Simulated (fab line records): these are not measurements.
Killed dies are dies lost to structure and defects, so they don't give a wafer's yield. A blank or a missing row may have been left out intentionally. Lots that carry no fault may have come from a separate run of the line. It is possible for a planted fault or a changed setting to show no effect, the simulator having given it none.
Matching of chambers | flow nand_harc | NHARC_P_ZERO_WELL_DESCUM_39 on rie_diel-01 has 4 sister chambers
The step chemistry O2, time 3 s. 4 wafers are shown with their chamber, then 7 later ones without.

## WAFERS, EACH WITH ITS CHAMBER
wafer  | chamber | showerhead_plenum_p_Torr (Torr)
L678.1 | 0       | 1.95
L678.6 | 1       | 1.83
L681.1 | 2       | 1.79
L681.3 | 3       | 1.77

## WAFERS WHOSE CHAMBER IS MISSING
wafer  | showerhead_plenum_p_Torr (Torr)
L681.5 | 1.83
L687.1 | 2.07
L687.2 | 1.79
L687.6 | 2.07
L688.2 | 2.07
L688.3 | 1.79
L688.6 | 1.94

## THE CHAMBER EACH PASSED THROUGH
wafer  | from the rows above               | in truth
L681.5 | can't be placed: 1 or 2 or 3 or 0 | 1
L687.1 | can't be placed: 0 or 1           | 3
L687.2 | can't be placed: 2 or 3 or 1      | 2
L687.6 | can't be placed: 0 or 1           | 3
L688.2 | can't be placed: 0 or 1           | 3
L688.3 | can't be placed: 2 or 3 or 1      | 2
L688.6 | can't be placed: 0 or 1 or 2      | 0
Placed correctly: 0 of 7. Can't be placed from these rows: 7 (the true chamber is among the candidates in 4). Wrongly placed: 0.
How it was worked out, from the rows above alone: a wafer's distance from a chamber is the root of the sum, over the readings, of the square of ((its reading less the chamber's mean) divided by the reading's scatter). The wafer belongs to the nearest chamber; if the next one is less than 2 further off, it can't be placed. The mean given for a chamber averages the wafers shown for that chamber. The scatter (one wafer shown for each chamber): square how far every hidden wafer sits from the nearest shown wafer, average those squares and take the square root.
